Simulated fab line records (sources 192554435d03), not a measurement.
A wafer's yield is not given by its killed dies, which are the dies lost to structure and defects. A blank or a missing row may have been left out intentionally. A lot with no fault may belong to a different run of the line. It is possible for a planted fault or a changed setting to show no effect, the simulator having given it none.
A sampling plan put to the test    flow n5-finfet    one line in one fab, 24 faults in these records, each fault weighed on the records of the lots it struck
The line's own looks make up the plan; these are the steps of the route where a gauge or inspection reads the wafer and leaves it unchanged. A look is open to judgement when struck wafers have a number at it and the file gives its usual mean and standard deviation on fault-free wafers. Caught: at a look after the fault's first step, the mean of the struck wafers lies 4 or more of those standard deviations (sigma) from the usual mean. On the tool: here the same test is run on the tool's own readings at the fault's steps. Caught also covers a different recipe on the struck wafers, or a record left blank for those wafers only.

## THE FAULTS, as the simulator had put them in
1. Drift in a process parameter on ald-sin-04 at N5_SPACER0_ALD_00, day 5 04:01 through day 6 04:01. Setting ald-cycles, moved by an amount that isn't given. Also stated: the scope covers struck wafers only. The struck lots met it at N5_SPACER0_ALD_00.
2. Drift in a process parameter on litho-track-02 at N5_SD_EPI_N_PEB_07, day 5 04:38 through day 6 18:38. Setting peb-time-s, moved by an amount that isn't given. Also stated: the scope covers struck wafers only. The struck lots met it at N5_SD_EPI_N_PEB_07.
3. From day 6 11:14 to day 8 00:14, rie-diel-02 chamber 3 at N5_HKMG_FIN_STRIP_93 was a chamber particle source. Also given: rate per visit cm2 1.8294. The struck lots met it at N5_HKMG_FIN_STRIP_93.
4. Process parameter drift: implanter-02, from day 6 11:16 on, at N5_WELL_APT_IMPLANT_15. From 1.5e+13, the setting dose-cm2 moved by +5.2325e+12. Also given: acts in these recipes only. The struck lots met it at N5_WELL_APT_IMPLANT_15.
5. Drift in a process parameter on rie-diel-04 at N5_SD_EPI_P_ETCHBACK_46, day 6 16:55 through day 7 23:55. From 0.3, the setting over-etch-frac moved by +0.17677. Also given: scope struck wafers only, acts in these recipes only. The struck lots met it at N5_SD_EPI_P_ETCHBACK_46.
6. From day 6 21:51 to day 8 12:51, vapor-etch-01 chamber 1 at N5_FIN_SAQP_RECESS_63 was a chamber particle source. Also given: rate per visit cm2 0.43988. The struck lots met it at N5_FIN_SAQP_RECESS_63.
7. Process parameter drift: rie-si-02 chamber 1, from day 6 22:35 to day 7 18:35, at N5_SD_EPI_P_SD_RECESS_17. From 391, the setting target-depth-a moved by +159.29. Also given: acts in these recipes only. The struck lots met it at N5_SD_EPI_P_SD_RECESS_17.
8. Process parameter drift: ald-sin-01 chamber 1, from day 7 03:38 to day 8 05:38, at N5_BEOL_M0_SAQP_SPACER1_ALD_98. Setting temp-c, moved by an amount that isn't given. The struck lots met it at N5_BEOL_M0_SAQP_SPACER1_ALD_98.
9. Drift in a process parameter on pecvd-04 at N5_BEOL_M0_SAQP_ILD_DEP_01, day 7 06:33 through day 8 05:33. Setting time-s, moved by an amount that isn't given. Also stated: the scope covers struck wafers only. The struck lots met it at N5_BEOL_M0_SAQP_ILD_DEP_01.
10. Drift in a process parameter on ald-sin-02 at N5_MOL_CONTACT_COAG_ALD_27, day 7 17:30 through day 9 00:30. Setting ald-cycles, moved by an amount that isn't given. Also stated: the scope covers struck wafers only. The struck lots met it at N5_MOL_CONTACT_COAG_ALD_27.
11. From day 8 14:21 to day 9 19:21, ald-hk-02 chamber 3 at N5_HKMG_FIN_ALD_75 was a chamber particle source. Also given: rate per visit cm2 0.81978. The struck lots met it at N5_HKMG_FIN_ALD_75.
12. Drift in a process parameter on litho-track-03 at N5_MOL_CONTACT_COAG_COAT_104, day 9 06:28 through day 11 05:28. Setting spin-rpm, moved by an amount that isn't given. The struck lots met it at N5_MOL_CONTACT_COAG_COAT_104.
13. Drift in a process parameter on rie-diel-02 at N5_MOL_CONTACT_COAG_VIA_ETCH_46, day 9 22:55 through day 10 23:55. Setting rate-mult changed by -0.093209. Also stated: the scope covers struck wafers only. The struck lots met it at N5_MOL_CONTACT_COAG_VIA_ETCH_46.
14. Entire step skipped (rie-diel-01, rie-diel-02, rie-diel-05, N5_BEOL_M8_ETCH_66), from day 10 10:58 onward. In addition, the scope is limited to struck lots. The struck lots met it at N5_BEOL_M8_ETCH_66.
15. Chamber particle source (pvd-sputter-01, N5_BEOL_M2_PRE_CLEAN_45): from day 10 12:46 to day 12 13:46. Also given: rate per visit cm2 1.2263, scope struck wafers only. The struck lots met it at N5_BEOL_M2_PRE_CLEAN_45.
16. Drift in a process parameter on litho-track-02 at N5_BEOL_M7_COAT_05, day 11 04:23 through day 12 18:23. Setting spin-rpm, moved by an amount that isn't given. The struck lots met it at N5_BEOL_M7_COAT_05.
17. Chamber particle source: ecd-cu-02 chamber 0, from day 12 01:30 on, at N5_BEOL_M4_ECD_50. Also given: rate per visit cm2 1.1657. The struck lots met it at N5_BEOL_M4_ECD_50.
18. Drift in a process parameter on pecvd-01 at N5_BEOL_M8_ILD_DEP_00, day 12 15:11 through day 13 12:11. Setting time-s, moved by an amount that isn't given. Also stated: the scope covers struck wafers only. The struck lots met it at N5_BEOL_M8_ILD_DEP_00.
19. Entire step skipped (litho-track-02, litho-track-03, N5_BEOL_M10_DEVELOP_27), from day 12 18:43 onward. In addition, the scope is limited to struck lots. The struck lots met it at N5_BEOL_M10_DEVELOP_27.
20. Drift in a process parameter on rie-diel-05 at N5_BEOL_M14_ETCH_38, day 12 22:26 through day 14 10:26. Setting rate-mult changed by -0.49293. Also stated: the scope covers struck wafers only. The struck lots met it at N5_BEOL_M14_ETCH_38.
21. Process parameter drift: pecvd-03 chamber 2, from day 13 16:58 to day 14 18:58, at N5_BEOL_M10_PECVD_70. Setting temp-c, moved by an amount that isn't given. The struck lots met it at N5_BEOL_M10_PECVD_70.
22. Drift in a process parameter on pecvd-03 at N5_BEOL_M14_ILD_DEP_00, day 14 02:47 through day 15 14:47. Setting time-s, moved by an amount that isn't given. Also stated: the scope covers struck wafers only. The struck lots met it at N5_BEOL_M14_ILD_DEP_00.
23. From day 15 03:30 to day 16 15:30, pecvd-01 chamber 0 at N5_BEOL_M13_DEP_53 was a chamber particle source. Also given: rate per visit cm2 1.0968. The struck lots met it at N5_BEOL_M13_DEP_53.
24. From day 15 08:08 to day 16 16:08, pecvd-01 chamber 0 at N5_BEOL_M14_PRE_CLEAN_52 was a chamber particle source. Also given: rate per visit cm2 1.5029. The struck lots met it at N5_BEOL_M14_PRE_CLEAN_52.

## WHAT THE PLAN SAW
fault  on the tool itself                                first look that catches it                       reading, sigma        median hours from its first step to that look  hours from the fault's start to the first struck lot there  judged looks passed uncaught
1      under 2 sigma                                     N5_BEOL_M4_RC_MEAS_101                           IOFF_N +9.1           106.9                                          110                                                         1
2      heater-power-total-W +50 sigma                    N5_SD_EPI_N_CD_MEAS_09                           cd-nm -32             0.1                                            11                                                          0
3      only faintly: throttle-valve-pct +2.2 sigma       not the one look that can be judged after it     -                     -                                              -                                                           1
4      dose-ions-cm2 +99 or beyond sigma                 N5_BEOL_M4_RC_MEAS_101                           CJ_P +5.2             165.0                                          168                                                         0
5      under 2 sigma                                     not the one look that can be judged after it     -                     -                                              -                                                           1
6      under 2 sigma                                     N5_FIN_CUT_INSPECT_10                            raw-defect-count +22  2.6                                            6                                                           1
7      under 2 sigma                                     N5_BEOL_M4_RC_MEAS_101                           IOFF_P +99 or beyond  109.0                                          111                                                         0
8      susceptor-temp-C -92 sigma                        not the one look that can be judged after it     -                     -                                              -                                                           1
9      under 2 sigma                                     N5_BEOL_M0_RS_MEAS_126                           M0_RS +13             13.0                                           17                                                          0
10     run-length-s -99 or beyond sigma                  not the one look that can be judged after it     -                     -                                              -                                                           1
11     under 2 sigma                                     not the one look that can be judged after it     -                     -                                              -                                                           1
12     spin-speed-rpm -99 or beyond sigma                none of the 2 looks that can be judged after it  -                     -                                              -                                                           2
13     under 2 sigma                                     not the one look that can be judged after it     -                     -                                              -                                                           1
14     the tool's record is blank for the struck wafers  no look after it can be judged                   -                     -                                              -                                                           0
15     under 2 sigma                                     not the one look that can be judged after it     -                     -                                              -                                                           1
16     spin-speed-rpm +99 or beyond sigma                none of the 3 looks that can be judged after it  -                     -                                              -                                                           3
17     no reading that can be judged                     no look after it can be judged                   -                     -                                              -                                                           0
18     under 2 sigma                                     N5_BEOL_M8_THK_MEAS_01                           M8_ILD_THK -20        0.6                                            1                                                           0
19     no reading that can be judged                     no look after it can be judged                   -                     -                                              -                                                           0
20     only faintly: oes-product-au -3.5 sigma           not the one look that can be judged after it     -                     -                                              -                                                           1
21     susceptor-temp-C +99 or beyond sigma              no look after it can be judged                   -                     -                                              -                                                           0
22     run-length-s +99 or beyond sigma                  N5_BEOL_M14_THK_MEAS_01                          M14_ILD_THK +25       0.3                                            8                                                           0
23     under 2 sigma                                     N5_BEOL_M13_INSPECT_55                           raw-defect-count +31  0.1                                            36                                                          0
24     no reading that can be judged                     N5_BEOL_M14_INSPECT_55                           raw-defect-count +36  0.1                                            0                                                           0
A dash: this means the fault isn't caught or the number doesn't appear in these records.

Caught at a look: 10 of 24. Caught on the tool: 9 of 24. By one or the other: 16 of 24.
Faults caught by the tool alone: 8, 10, 12, 14, 16, 21.
Caught at a look alone: faults 1, 6, 7, 9, 18, 23, 24.
Caught by neither: faults 3, 5, 11, 13, 15, 17, 19, 20.

## THINNER SAMPLING
Were the look that catches a fault to measure just every second or every third lot (counted by lot number), the first struck lot would, at worst, be measured this late:
fault  struck lots at that look, in order of time  every lot  every second lot  every third lot
1      L976                                        110 h      may miss it       may miss it
2      L616, L617, L619                            11 h       18 h              may miss all 3
4      L547, L549                                  168 h      may miss all 2    may miss all 2
6      L528, L529                                  6 h        13 h              may miss all 2
7      L638                                        111 h      may miss it       may miss it
9      L394, L396                                  17 h       may miss all 2    may miss all 2
18     L192, L194                                  1 h        may miss all 2    may miss all 2
22     L656, L658, L657                            8 h        24 h              24 h
23     L317                                        36 h       may miss it       may miss it
24     L972, L975                                  0 h        20 h              may miss all 2
Hours: fault start to first struck lot measured. Since the struck wafers were tested as one group against 4 sigma, a single lot by itself may lie under the limit. Other struck lots may not be in these records.

## THE LONGEST TIMED WAY FROM STEP TO LOOK
Fault 4: a median of 165.0 hours passes between N5_WELL_APT_IMPLANT_15 and N5_BEOL_M4_RC_MEAS_101. No look between them can be judged.
